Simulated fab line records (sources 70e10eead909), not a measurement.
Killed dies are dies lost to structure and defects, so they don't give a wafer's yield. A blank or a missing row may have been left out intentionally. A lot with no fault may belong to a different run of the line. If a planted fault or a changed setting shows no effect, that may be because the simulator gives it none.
fab line records	flow nandHarc
record: lots: 24	wafers: 72	lastDay: 34
route steps=1302 shown A_STAIRCASE@835 A_SGD_CUT@890
lots with no fault: from the same line, run without faults
startH: hours from the record's opening day to when the first of the lot's shown wafers began	waitH: time in hours since the lot's previous step	" the same as in the row above	L1.1+2: a row that stands for several wafers	- no value, or no start was given	* or withheld: withheld	< > ~ a bound
route shown NAME@n: NAME is a module with steps in the file, n the number in the route of the first one	usual: the fault-free wafers' mean and standard deviation	same: alike in all rows	chamber/n: place in a boat	sites: the reading at each site	_std_site: how widely they spread, as a standard deviation	_edge_site: inner sites' mean taken away from outer sites' mean	radiusMm: for every site, how far away it sits from the centre of the wafer	mask NAME#n: copy n	behind: the most recent tool/chamber to have shaped the wafer	hold: reason for holding the lot/hours on hold/outcome of the hold	device: the n, p or np transistor that did not switch	end of line: the route-end tests of the same wafers	step lacking rows: just its recipe	killed: not the wafer's yield, but the dies lost to structure and defects at the first sort	map: the dies of a wafer, with x for killed, . for not killed, _ for no die there
set.NAME: the run value of the setting; set.NAME@STEP: its run value at that earlier step	model.NAME: the simulator's own value behind a step, which no gauge read
a sample of lots followed through the steps of the route, with each step as a table and each wafer as a row
services: a tool's chamber out of use, with start hour (startH, from the record's first day; less than 0 if before it), hours out, and reason
== steps ==
step: NHARC_A_STAIRCASE_ETCH_315
recipe: targetDepthA: 25000	timeS: 607.1	ionEnergyEv: 800	c4f8FlowSccm: 80	o2FlowSccm: 60	arFlowSccm: withheld	rfW: 600	biasW: 3000	chemistry: C4F8/O2/Ar
usual: oesProductAu: 0.928/0.011	rfVppV: 1824/13
lot.wafer	tool	chamber	startH	waitH	oesProductAu	rfHoursCounterH	rfVppV
L074.1	rieDiel-09	1	-	-	0.909	20	1834
L074.2	"	3	"	"	0.919	18	1810
L074.6	"	1	"	"	0.920	-	1835
L076.1	rieDiel-05	0	-	-	0.912	60	1811
L076.2	"	2	"	"	0.933	56	1832
L076.6	"	0	"	"	0.907	-	1813
L075.3	rieDiel-11	3	-	-	0.922	44	1824
L075.4	"	2	"	"	0.928	-	1808
L075.6	"	3	"	"	0.921	-	1823
L078.1	rieDiel-09	0	-	-	0.937	37	1807
L078.3	"	2	"	"	0.921	36	1831
L078.6	"	1	"	"	0.933	-	1834
L077.4	rieDiel-09	3	-	-	0.919	37	1810
L077.2	"	0	"	"	0.926	37	1808
L077.3	"	1	"	"	0.927	37	1835
L079.4	rieDiel-05	0	-	-	0.926	6	1815
L079.5	"	0	"	"	0.925	-	1813
L079.6	"	1	"	"	0.934	-	1813
L080.2	rieDiel-09	0	-	-	0.938	48	1806
L080.1	"	1	"	"	0.925	47	1832
L080.5	"	0	"	"	0.937	-	1807
L081.1	rieDiel-11	0	-	-	0.934	8	1812
L081.4	"	3	"	"	0.946	7	1823
L081.5	"	0	"	"	0.930	-	1810
L082.3	rieDiel-09	1	-	-	0.936	58	1832
L082.6	"	2	"	"	0.916	-	1831
L082.5	"	3	"	"	0.921	-	1809
L084.2	rieDiel-09	3	-	-	0.930	59	1809
L084.4	"	0	"	"	0.943	61	1847
L084.3	"	2	"	"	0.930	61	1830
L083.1	rieDiel-11	3	-	-	0.924	18	1822
L083.3	"	0	"	"	0.922	21	1812
L083.6	"	1	"	"	0.941	-	1811
L085.2	rieDiel-05	2	-	-	0.929	24	1830
L085.1	"	3	"	"	0.932	23	1829
L085.4	"	0	"	"	0.941	28	1812
L087.1	rieDiel-05	1	-	-	0.918	29	1811
L087.5	"	3	"	"	0.920	-	1828
L087.6	"	0	"	"	0.921	-	1812
L086.2	rieDiel-05	0	-	-	0.930	30	1812
L086.1	"	1	"	"	0.931	30	1811
L086.6	"	2	"	"	0.932	-	1831
L088.2	rieDiel-09	1	-	-	0.950	5	1832
L088.3	"	3	"	"	0.945	8	1847
L088.6	"	0	"	"	0.935	-	1848
L090.2	rieDiel-05	1	-	-	0.911	37	1809
L090.3	"	2	"	"	0.915	31	1830
L090.5	"	0	"	"	0.921	-	1812
L089.4	rieDiel-11	2	-	-	0.944	30	1847
L089.3	"	1	"	"	0.931	33	1810
L089.5	"	2	"	"	0.941	-	1846
L091.1	rieDiel-11	3	-	-	0.925	41	1821
L091.4	"	2	"	"	0.936	41	1845
L091.6	"	3	"	"	0.919	-	1821
L092.3	rieDiel-09	1	-	-	0.927	19	1832
L092.4	"	2	"	"	0.925	21	1829
L092.1	"	3	"	"	0.932	19	1848
L094.2	rieDiel-11	3	-	-	0.925	47	1820
L094.6	"	0	"	"	0.917	-	1811
L094.5	"	1	"	"	0.932	-	1810
L093.3	rieDiel-11	3	-	-	0.917	47	1820
L093.1	"	1	"	"	0.930	50	1810
L093.4	"	0	"	"	0.912	-	1810
L096.3	rieDiel-09	3	-	-	0.916	29	1847
L096.4	"	0	"	"	0.928	28	1845
L096.6	"	3	"	"	0.936	-	1847
L095.2	rieDiel-09	2	-	-	0.923	29	1828
L095.1	"	0	"	"	0.925	29	1846
L095.3	"	1	"	"	0.925	28	1830
L097.2	rieDiel-05	2	-	-	0.922	10	1830
L097.4	"	3	"	"	0.934	11	1828
L097.3	"	1	"	"	0.907	10	1809
step: NHARC_A_STAIRCASE_ETCHBACK_416
recipe: targetDepthA: 360	timeS: 7.2	c4f8FlowSccm: withheld	o2FlowSccm: 8	arFlowSccm: withheld	rfW: 600	biasW: 800	chemistry: C4F8/O2/Ar
usual: oesProductAu: 0.932/0.023	rfVppV: 722/5
lot.wafer	tool	chamber	startH	waitH	oesProductAu	rfHoursCounterH	rfVppV
L074.1	rieDiel-11	3	-	-	0.912	35	722
L074.2	"	1	"	"	0.914	37	717
L074.6	"	3	"	"	0.910	-	723
L076.2	rieDiel-05	0	-	-	0.929	60	717
L076.1	"	2	"	"	0.930	56	725
L076.6	"	3	"	"	0.938	-	725
L075.4	rieDiel-09	1	-	-	0.922	31	726
L075.3	"	3	"	"	0.914	31	717
L075.6	"	1	"	"	0.917	-	727
L078.3	rieDiel-05	1	-	-	0.989	2	719
L078.1	"	0	"	"	1.000	1	717
L078.6	"	2	"	"	0.993	-	726
L077.2	rieDiel-09	0	420.57	1.6	0.933	38	716
L077.4	"	1	"	"	0.925	38	727
L077.3	"	2	"	"	0.916	38	724
L079.4	rieDiel-05	1	-	-	0.919	6	717
L079.5	"	2	"	"	0.929	-	726
L079.6	"	3	"	"	0.920	-	725
L080.1	rieDiel-11	1	455.36	2.1	0.936	5	715
L080.2	"	0	"	"	0.920	4	718
L080.5	"	2	"	"	0.927	-	731
L081.1	rieDiel-11	0	-	-	0.925	9	718
L081.4	"	3	"	"	0.917	8	721
L081.5	"	0	"	"	0.930	-	717
L082.3	rieDiel-11	0	477.81	2.1	0.908	13	718
L082.5	"	3	"	"	0.915	-	722
L082.6	"	0	"	"	0.916	-	716
L084.4	rieDiel-09	0	-	-	0.939	63	731
L084.3	"	1	"	"	0.926	66	724
L084.2	"	2	"	"	0.919	63	723
L083.1	rieDiel-11	0	-	-	0.915	21	717
L083.3	"	1	"	"	0.937	20	717
L083.6	"	2	"	"	0.942	-	732
L085.4	rieDiel-05	1	-	-	0.913	30	716
L085.1	"	2	"	"	0.932	25	725
L085.2	"	3	"	"	0.931	25	724
L087.1	rieDiel-11	0	-	-	0.917	24	715
L087.5	"	0	"	"	0.914	-	719
L087.6	"	1	"	"	0.939	-	720
L086.1	rieDiel-05	2	512.10	3.0	0.926	27	725
L086.2	"	1	"	"	0.913	32	717
L086.6	"	3	"	"	0.916	-	723
L088.2	rieDiel-05	3	531.99	1.6	0.934	32	723
L088.3	"	0	"	"	0.921	37	717
L088.6	"	2	"	"	0.921	-	724
L090.2	rieDiel-05	1	535.03	2.5	0.918	38	716
L090.3	"	0	"	"	0.931	37	717
L090.5	"	1	"	"	0.919	-	716
L089.4	rieDiel-11	1	-	-	0.934	34	716
L089.3	"	3	"	"	0.923	32	720
L089.5	"	1	"	"	0.928	-	716
L091.1	rieDiel-09	1	-	-	0.917	19	726
L091.4	"	3	"	"	0.924	19	730
L091.6	"	2	"	"	0.927	-	726
L092.3	rieDiel-05	2	-	-	0.918	45	725
L092.1	"	3	"	"	0.913	45	725
L092.4	"	1	"	"	0.909	49	717
L094.2	rieDiel-09	1	-	-	0.928	26	724
L094.5	"	2	"	"	0.903	-	726
L094.6	"	3	"	"	0.938	-	730
L093.1	rieDiel-11	3	-	-	0.926	48	721
L093.3	"	1	"	"	0.929	51	716
L093.4	"	1	"	"	0.932	-	716
L096.4	rieDiel-05	2	-	-	0.987	2	725
L096.3	"	1	"	"	0.991	2	716
L096.6	"	3	"	"	0.996	-	723
L095.3	rieDiel-05	1	-	-	0.978	2	717
L095.2	"	2	"	"	0.983	2	725
L095.1	"	3	"	"	1.000	2	723
L097.2	rieDiel-09	1	631.39	1.6	0.923	40	724
L097.4	"	2	"	"	0.929	37	722
L097.3	"	3	"	"	0.907	39	731
step: NHARC_A_STAIRCASE_ETCHBACK_157
recipe: targetDepthA: 900	overEtchFrac: 0.3	timeS: 167.14	ionEnergyEv: 120	ch3fFlowSccm: 50	o2FlowSccm: 30	arFlowSccm: 200	rfW: 500	biasW: 100	chemistry: CH3F/O2
usual: drypumpMotorCurrentA: 5.73/0.28	oesProductAu: 0.97/0.035	rfVppV: 244.0/2.1	showerheadPlenumPTorr: 2.44/0.13	throttleValvePct: 20.664/0.0091
lot.wafer	tool	chamber	startH	waitH	drypumpMotorCurrentA	oesProductAu	rfHoursCounterH	rfVppV	showerheadPlenumPTorr	throttleValvePct
L074.2	rieDiel-09	1	419.01	0.1	5.46	1.00	38	244.0	2.53	20.665
L074.1	"	2	"	"	5.82	1.00	38	245.0	2.51	20.663
L074.6	"	2	"	"	5.87	0.99	-	244.8	2.51	20.676
L076.2	rieDiel-11	2	448.47	0.2	6.05	1.00	1	247.6	2.66	20.663
L076.1	"	3	"	"	5.69	0.99	1	244.6	2.42	20.667
L076.6	"	1	"	"	5.46	1.01	-	243.7	2.32	20.661
L075.3	rieDiel-11	3	449.08	0.2	5.70	0.99	1	243.6	2.42	20.663
L075.4	"	0	"	"	5.95	0.99	2	241.0	2.31	20.673
L075.6	"	1	"	"	5.45	1.00	-	243.3	2.32	20.666
L078.1	rieDiel-11	2	463.04	0.2	6.04	1.00	6	247.8	2.66	20.656
L078.3	"	0	"	"	5.95	0.98	7	241.4	2.31	20.657
L078.6	"	3	"	"	5.68	1.00	-	242.7	2.42	20.672
L077.2	rieDiel-09	0	463.11	0.2	5.29	0.95	55	240.3	2.27	20.669
L077.4	"	1	"	"	5.44	0.92	54	246.1	2.52	20.669
L077.3	"	3	"	"	5.37	0.92	52	244.3	2.28	20.661
L079.4	rieDiel-11	0	484.58	0.2	5.92	1.00	18	241.6	2.30	20.657
L079.5	"	0	"	"	5.94	0.98	-	242.1	2.30	20.662
L079.6	"	1	"	"	5.47	1.01	-	241.7	2.32	20.655
L080.1	rieDiel-11	1	501.88	0.2	5.47	0.99	21	243.3	2.31	20.649
L080.2	"	2	"	"	6.05	0.99	19	247.9	2.65	20.654
L080.5	"	3	"	"	5.69	0.98	-	243.3	2.41	20.670
L082.3	rieDiel-05	0	520.33	0.2	5.57	0.93	35	241.9	2.31	20.658
L082.6	"	2	"	"	6.08	0.93	-	244.8	2.50	20.675
L082.5	"	3	"	"	6.06	0.94	-	244.5	2.47	20.676
L081.4	rieDiel-05	1	520.46	0.2	5.80	0.95	35	241.8	2.30	20.654
L081.1	"	0	"	"	5.57	0.95	35	242.9	2.31	20.666
L081.5	"	2	"	"	6.05	0.96	-	245.2	2.50	20.670
L085.2	rieDiel-09	2	548.04	0.2	5.85	0.99	16	246.3	2.49	20.655
L085.4	"	3	"	"	5.33	1.01	14	246.1	2.65	20.683
L085.1	"	0	"	"	5.30	0.99	12	247.2	2.65	20.668
L084.4	rieDiel-11	1	548.20	0.2	5.45	0.92	40	242.5	2.31	20.683
L084.2	"	2	"	"	6.05	0.92	37	248.3	2.64	20.658
L084.3	"	3	"	"	5.68	0.91	37	243.9	2.41	20.667
L083.1	rieDiel-05	2	548.31	0.2	6.08	0.98	40	245.1	2.49	20.645
L083.3	"	3	"	"	6.03	0.98	39	244.5	2.47	20.678
L083.6	"	3	"	"	6.03	0.98	-	245.2	2.47	20.668
L087.1	rieDiel-05	3	551.07	0.2	6.06	0.99	40	244.2	2.47	20.664
L087.6	"	2	"	"	6.07	1.00	-	244.4	2.50	20.684
L087.5	"	3	"	"	6.05	0.99	-	246.3	2.47	20.653
L086.2	rieDiel-05	3	559.31	0.2	6.03	0.92	42	244.5	2.47	20.677
L086.1	"	0	"	"	5.58	0.92	44	242.5	2.31	20.658
L086.6	"	2	"	"	6.05	0.93	-	244.8	2.49	20.669
L088.2	rieDiel-05	2	573.60	0.2	6.05	0.93	51	243.7	2.49	20.681
L088.3	"	3	"	"	6.03	0.93	51	245.3	2.47	20.672
L088.6	"	2	"	"	6.09	0.93	-	243.1	2.49	20.670
L090.3	rieDiel-11	2	573.78	0.2	6.07	0.93	46	245.6	2.64	20.662
L090.2	"	3	"	"	5.68	0.91	46	244.1	2.40	20.667
L090.5	"	1	"	"	5.47	0.92	-	242.2	2.30	20.652
L089.4	rieDiel-09	1	576.62	0.2	5.44	0.93	24	244.7	2.50	20.667
L089.3	"	2	"	"	5.83	0.92	25	246.9	2.48	20.660
L089.5	"	0	"	"	5.28	0.93	-	246.8	2.65	20.665
L091.1	rieDiel-11	0	606.06	0.2	5.95	0.99	57	244.2	2.29	20.654
L091.4	"	1	"	"	5.48	1.01	-	240.2	2.30	20.660
L091.6	"	0	"	"	5.97	0.98	-	243.0	2.29	20.686
L092.4	rieDiel-09	1	615.29	0.1	5.46	0.95	33	245.6	2.50	20.663
L092.1	"	2	"	"	5.85	0.94	33	245.5	2.48	20.649
L092.3	"	0	"	"	5.29	0.95	32	245.4	2.64	20.677
L094.2	rieDiel-05	2	630.75	0.2	6.09	0.98	11	243.3	2.49	20.663
L094.5	"	1	"	"	5.78	0.99	-	241.3	2.29	20.671
L094.6	"	2	"	"	6.06	0.99	-	244.8	2.48	20.660
L093.1	rieDiel-09	0	631.00	0.2	5.28	0.92	39	246.7	2.64	20.675
L093.3	"	2	"	"	5.82	0.92	37	244.0	2.48	20.662
L093.4	"	3	"	"	5.33	0.91	39	247.7	2.64	20.676
L095.2	rieDiel-09	3	642.70	0.2	5.35	1.00	44	247.0	2.64	20.667
L095.1	"	1	"	"	5.43	1.00	43	243.3	2.50	20.672
L095.3	"	2	"	"	5.87	0.99	43	244.4	2.48	20.668
L096.3	rieDiel-11	3	642.96	0.2	5.69	0.99	9	243.9	2.39	20.655
L096.4	"	1	"	"	5.48	0.99	9	243.5	2.29	20.659
L096.6	"	3	"	"	5.70	0.96	-	242.4	2.39	20.651
L097.3	rieDiel-05	1	676.97	0.2	5.78	0.99	31	240.7	2.28	20.670
L097.4	"	3	"	"	6.04	0.99	29	243.0	2.45	20.673
L097.2	"	0	"	"	5.57	0.99	30	242.1	2.30	20.678
step: NHARC_A_SGD_CUT_DEP_00
recipe: targetThkA: 500	tempC: 400	targetThkNm: 50	flowSccm: 200	rfW: 450	material: SiNx
usual: heaterPowerW: 689/69
lot.wafer	tool	chamber	startH	waitH	heaterPowerW
L074.1	pecvd-01	2	420.19	0.1	746
L074.2	"	1	"	"	693
L074.6	"	1	"	"	670
L076.2	pecvd-01	2	449.40	0.1	696
L076.1	"	1	"	"	723
L076.6	"	1	"	"	722
L075.3	pecvd-03	2	450.06	0.1	822
L075.6	"	0	"	"	654
L075.4	"	2	"	"	826
L078.3	pecvd-02	1	464.11	0.1	765
L078.1	"	2	"	"	761
L078.6	"	0	"	"	595
L077.2	pecvd-03	0	464.17	0.1	751
L077.3	"	1	"	"	621
L077.4	"	1	"	"	613
L079.6	pecvd-01	1	485.65	0.1	648
L079.4	"	2	"	"	733
L079.5	"	0	"	"	665
L080.2	pecvd-03	1	502.90	0.1	614
L080.1	"	0	"	"	662
L080.5	"	0	"	"	679
L082.3	pecvd-03	0	521.43	0.1	702
L082.6	"	2	"	"	773
L082.5	"	0	"	"	713
L081.1	pecvd-02	0	521.60	0.1	709
L081.4	"	2	"	"	771
L081.5	"	0	"	"	728
L085.2	pecvd-01	0	548.99	0.1	571
L085.1	"	1	"	"	725
L085.4	"	1	"	"	713
L084.3	pecvd-02	1	549.15	0.1	702
L084.2	"	2	"	"	738
L084.4	"	0	"	"	607
L083.3	pecvd-01	1	549.29	0.1	642
L083.1	"	2	"	"	740
L083.6	"	1	"	"	650
L087.1	pecvd-01	1	552.01	0.1	677
L087.5	"	2	"	"	642
L087.6	"	0	"	"	591
L086.2	pecvd-03	2	560.64	0.1	693
L086.1	"	0	"	"	672
L086.6	"	0	"	"	704
L088.2	pecvd-03	0	574.54	0.1	763
L088.3	"	2	"	"	765
L088.6	"	1	"	"	627
L090.2	pecvd-02	1	574.72	0.1	721
L090.3	"	0	"	"	630
L090.5	"	0	"	"	618
L089.3	pecvd-02	2	577.57	0.1	803
L089.5	"	2	"	"	813
L089.4	"	0	"	"	637
L091.1	pecvd-01	1	607.02	0.1	713
L091.6	"	1	"	"	718
L091.4	"	0	"	"	659
L092.1	pecvd-03	0	616.25	0.1	661
L092.3	"	2	"	"	767
L092.4	"	0	"	"	665
L094.2	pecvd-02	1	631.71	0.1	786
L094.6	"	1	"	"	754
L094.5	"	0	"	"	665
L093.1	pecvd-03	1	632.06	0.1	597
L093.3	"	0	"	"	657
L093.4	"	0	"	"	675
L095.1	pecvd-03	1	643.66	0.1	643
L095.2	"	2	"	"	679
L095.3	"	0	"	"	620
L096.3	pecvd-03	0	643.93	0.1	663
L096.4	"	0	"	"	691
L096.6	"	1	"	"	567
L097.3	pecvd-03	0	677.94	0.1	678
L097.2	"	2	"	"	750
L097.4	"	2	"	"	746
step: NHARC_A_SGD_CUT_CD_MEAS_09
recipe: targetCdNm: 100	landingEnergyEv: 500
usual: cdNm: 100.1/0.59
lot.wafer	tool	chamber	startH	waitH	cdNm
L074.1	cdSem-03	0	420.99	-	101.4
L074.2	"	0	"	"	100.3
L074.6	"	0	"	"	99.3
L076.1	cdSem-01	0	450.13	-	101.7
L076.2	"	0	"	"	101.0
L076.6	"	0	"	"	100.1
L075.3	cdSem-01	0	450.73	-	99.9
L075.4	"	0	"	"	100.4
L075.6	"	0	"	"	99.9
L078.1	cdSem-03	0	464.82	-	101.2
L078.3	"	0	"	"	100.3
L078.6	"	0	"	"	100.2
L077.2	cdSem-03	0	464.98	-	99.9
L077.3	"	0	"	"	100.2
L077.4	"	0	"	"	101.2
L079.4	cdSem-03	0	486.29	-	100.7
L079.5	"	0	"	"	99.8
L079.6	"	0	"	"	100.3
L080.1	cdSem-01	0	503.61	-	99.7
L080.2	"	0	"	"	99.6
L080.5	"	0	"	"	99.7
L082.3	cdSem-02	0	521.97	-	99.4
L082.5	"	0	"	"	99.2
L082.6	"	0	"	"	100.2
L081.1	cdSem-03	0	522.26	-	100.1
L081.4	"	0	"	"	99.9
L081.5	"	0	"	"	101.1
L085.1	cdSem-02	0	549.59	-	100.3
L085.2	"	0	"	"	99.9
L085.4	"	0	"	"	100.0
L084.2	cdSem-03	0	549.88	-	100.2
L084.3	"	0	"	"	100.2
L084.4	"	0	"	"	99.9
L083.1	cdSem-01	0	550.03	-	98.5
L083.3	"	0	"	"	99.5
L083.6	"	0	"	"	99.4
L087.1	cdSem-03	0	552.73	-	100.3
L087.5	"	0	"	"	100.8
L087.6	"	0	"	"	99.9
L086.1	cdSem-03	0	561.36	-	101.1
L086.2	"	0	"	"	100.0
L086.6	"	0	"	"	101.2
L088.2	cdSem-02	0	575.27	-	100.2
L088.3	"	0	"	"	99.7
L088.6	"	0	"	"	100.8
L090.2	cdSem-02	0	575.44	-	100.5
L090.3	"	0	"	"	99.3
L090.5	"	0	"	"	99.7
L089.3	cdSem-02	0	578.17	-	101.1
L089.4	"	0	"	"	99.7
L089.5	"	0	"	"	100.6
L091.1	cdSem-03	0	607.74	-	100.2
L091.4	"	0	"	"	100.2
L091.6	"	0	"	"	100.4
L092.1	cdSem-03	0	616.97	-	98.8
L092.3	"	0	"	"	100.7
L092.4	"	0	"	"	99.7
L094.2	cdSem-01	0	632.44	-	99.7
L094.5	"	0	"	"	99.6
L094.6	"	0	"	"	99.6
L093.1	cdSem-01	0	632.78	-	100.0
L093.3	"	0	"	"	100.2
L093.4	"	0	"	"	100.4
L095.1	cdSem-03	0	644.38	-	100.7
L095.2	"	0	"	"	99.8
L095.3	"	0	"	"	100.4
L096.3	cdSem-02	0	644.50	-	101.0
L096.4	"	0	"	"	100.3
L096.6	"	0	"	"	100.4
L097.2	cdSem-02	0	678.55	-	99.5
L097.3	"	0	"	"	99.8
L097.4	"	0	"	"	99.6
step: NHARC_A_SGD_CUT_ETCHBACK_24
recipe: targetDepthA: 500	overEtchFrac: 0.3	timeS: 92.857	ionEnergyEv: 120	ch3fFlowSccm: 50	o2FlowSccm: 30	arFlowSccm: 200	rfW: 500	biasW: 100	chemistry: CH3F/O2
usual: drypumpMotorCurrentA: 5.6/0.49	oesProductAu: 0.98/0.036	rfVppV: 244.1/1.5	showerheadPlenumPTorr: 2.45/0.098	throttleValvePct: 20.663/0.0087
lot.wafer	tool	chamber	startH	waitH	drypumpMotorCurrentA	oesProductAu	rfHoursCounterH	rfVppV	showerheadPlenumPTorr	throttleValvePct
L074.1	rieDiel-01	0	427.81	0.1	4.8	1.02	2	244.6	2.50	20.681
L074.2	"	2	"	"	6.2	0.99	1	244.2	2.41	20.678
L074.6	"	1	"	"	5.6	1.00	-	243.3	2.35	20.668
L076.2	rieDiel-12	2	456.94	0.1	5.3	1.00	0	244.9	2.43	20.665
L076.1	"	3	"	"	5.5	0.98	0	242.8	2.39	20.655
L076.6	"	2	"	"	5.3	0.99	-	245.2	2.43	20.658
L075.3	rieDiel-08	1	456.97	0.2	4.9	0.91	7	241.8	2.33	20.659
L075.4	"	2	"	"	5.5	0.93	6	241.4	2.29	20.667
L075.6	"	0	"	"	5.1	0.93	-	244.0	2.54	20.658
L078.1	rieDiel-12	0	471.25	0.1	6.6	1.02	1	245.2	2.49	20.667
L078.3	"	2	"	"	5.3	1.01	1	244.1	2.43	20.671
L078.6	"	0	"	"	6.6	1.01	-	245.4	2.49	20.670
L077.2	rieDiel-01	3	471.25	0.2	5.5	1.00	4	246.3	2.64	20.667
L077.3	"	0	"	"	4.9	1.00	4	244.7	2.50	20.662
L077.4	"	2	"	"	6.2	0.99	4	244.7	2.41	20.670
L079.4	rieDiel-12	1	492.71	0.1	5.8	1.00	3	242.7	2.38	20.662
L079.6	"	1	"	"	5.8	1.00	-	243.6	2.38	20.661
L079.5	"	2	"	"	5.3	1.00	-	243.6	2.43	20.684
L080.1	rieDiel-01	3	512.93	0.1	5.5	0.92	6	246.0	2.64	20.669
L080.2	"	2	"	"	6.2	0.92	6	243.3	2.41	20.664
L080.5	"	3	"	"	5.5	0.92	-	247.3	2.64	20.658
L081.1	rieDiel-01	0	528.39	0.1	4.9	1.01	7	244.9	2.50	20.665
L081.4	"	3	"	"	5.5	1.00	8	247.3	2.64	20.655
L081.5	"	1	"	"	5.6	0.99	-	244.0	2.35	20.674
L082.3	rieDiel-08	3	528.44	0.2	6.0	0.98	12	246.4	2.52	20.659
L082.5	"	0	"	"	5.1	1.00	-	245.2	2.54	20.669
L082.6	"	1	"	"	4.9	1.00	-	241.1	2.33	20.671
L084.2	rieDiel-12	3	557.91	0.1	5.6	0.96	7	243.5	2.39	20.654
L084.3	"	1	"	"	5.8	1.00	7	243.4	2.38	20.674
L084.4	"	2	"	"	5.3	0.99	7	244.1	2.43	20.659
L085.4	rieDiel-08	0	557.95	0.2	5.2	1.00	0	244.6	2.54	20.662
L085.1	"	1	"	"	4.9	1.00	0	242.9	2.33	20.656
L085.2	"	2	"	"	5.5	1.02	1	242.3	2.29	20.657
L083.1	rieDiel-12	3	558.06	0.2	5.5	0.91	7	243.4	2.39	20.665
L083.3	"	0	"	"	6.6	0.93	7	243.3	2.49	20.660
L083.6	"	1	"	"	5.8	0.93	-	244.1	2.38	20.653
L087.1	rieDiel-08	3	558.08	0.2	6.0	1.01	1	246.0	2.52	20.649
L087.5	"	2	"	"	5.5	1.02	-	242.1	2.29	20.670
L087.6	"	3	"	"	6.0	1.01	-	246.4	2.52	20.679
L086.2	rieDiel-12	2	567.94	0.1	5.3	0.93	7	244.3	2.43	20.670
L086.1	"	0	"	"	6.6	0.93	8	244.8	2.49	20.667
L086.6	"	1	"	"	5.8	0.94	-	243.1	2.38	20.673
L090.2	rieDiel-12	3	581.99	0.1	5.6	0.97	8	243.6	2.39	20.666
L090.3	"	0	"	"	6.6	1.02	8	245.5	2.49	20.662
L090.5	"	3	"	"	5.6	0.97	-	243.2	2.39	20.662
L088.2	rieDiel-08	0	582.01	0.2	5.1	0.93	3	244.2	2.54	20.653
L088.3	"	2	"	"	5.6	0.94	2	242.0	2.29	20.668
L088.6	"	3	"	"	6.0	0.93	-	246.2	2.52	20.662
L089.3	rieDiel-01	3	582.06	0.2	5.5	0.98	1	247.7	2.64	20.677
L089.4	"	1	"	"	5.6	0.97	2	242.9	2.34	20.658
L089.5	"	3	"	"	5.5	0.99	-	246.2	2.64	20.671
L091.4	rieDiel-08	3	615.19	0.1	6.0	1.00	5	244.3	2.52	20.676
L091.1	"	0	"	"	5.1	1.00	4	245.1	2.54	20.669
L091.6	"	0	"	"	5.1	1.01	-	244.4	2.54	20.664
L092.3	rieDiel-01	3	623.43	0.1	5.5	0.94	3	246.1	2.64	20.662
L092.1	"	0	"	"	4.9	0.95	3	244.6	2.50	20.667
L092.4	"	1	"	"	5.6	0.93	3	242.4	2.34	20.669
L094.2	rieDiel-01	0	639.02	0.2	4.9	0.95	4	244.8	2.50	20.662
L094.5	"	0	"	"	4.9	0.93	-	243.6	2.50	20.678
L094.6	"	1	"	"	5.6	0.92	-	242.6	2.34	20.660
L093.4	rieDiel-12	2	639.05	0.1	5.3	0.99	1	245.0	2.43	20.652
L093.1	"	3	"	"	5.5	0.98	1	243.1	2.38	20.664
L093.3	"	0	"	"	6.6	1.00	1	244.0	2.49	20.654
L096.3	rieDiel-08	1	650.97	0.1	4.9	1.01	7	242.0	2.32	20.649
L096.4	"	2	"	"	5.5	1.02	8	242.6	2.28	20.663
L096.6	"	2	"	"	5.5	1.01	-	242.7	2.28	20.653
L095.1	rieDiel-01	3	650.97	0.1	5.5	0.94	5	246.3	2.64	20.663
L095.3	"	1	"	"	5.6	0.92	5	241.2	2.34	20.664
L095.2	"	2	"	"	6.2	0.92	4	244.1	2.41	20.664
L097.3	rieDiel-01	3	688.59	0.1	5.5	1.00	7	247.7	2.63	20.660
L097.2	"	0	"	"	4.9	1.01	7	243.8	2.50	20.668
L097.4	"	1	"	"	5.6	0.99	7	241.9	2.34	20.647
== services ==
tool	chamber	startH	hours	kind
rieDiel-05	3	350.47	4.6	repair
pecvd-03	-	366.00	13.0	pm
rieDiel-01	-	380.80	9.0	pm
pecvd-03	1	394.53	6.1	repair
rieDiel-11	3	395.85	1.2	repair
rieDiel-05	-	406.60	9.0	pm
rieDiel-01	2	417.53	5.3	repair
rieDiel-01	-	448.76	0.5	repair
rieDiel-09	3	478.20	7.3	repair
rieDiel-01	1	491.53	8.5	repair
rieDiel-09	-	498.49	9.0	pm
rieDiel-05	2	514.91	3.0	repair
pecvd-03	-	547.07	13.0	pm
rieDiel-05	0	554.66	1.3	repair
rieDiel-11	-	555.10	0.7	repair
rieDiel-01	-	557.80	9.0	pm
rieDiel-05	-	583.74	9.0	pm
rieDiel-11	2	584.07	7.0	repair
rieDiel-09	2	603.21	4.1	repair
rieDiel-11	2	603.70	5.3	repair
rieDiel-11	-	612.82	9.0	pm
rieDiel-09	3	643.16	4.3	repair
rieDiel-05	2	653.44	5.8	repair
rieDiel-09	-	675.49	9.0	pm
== key ==
fault none
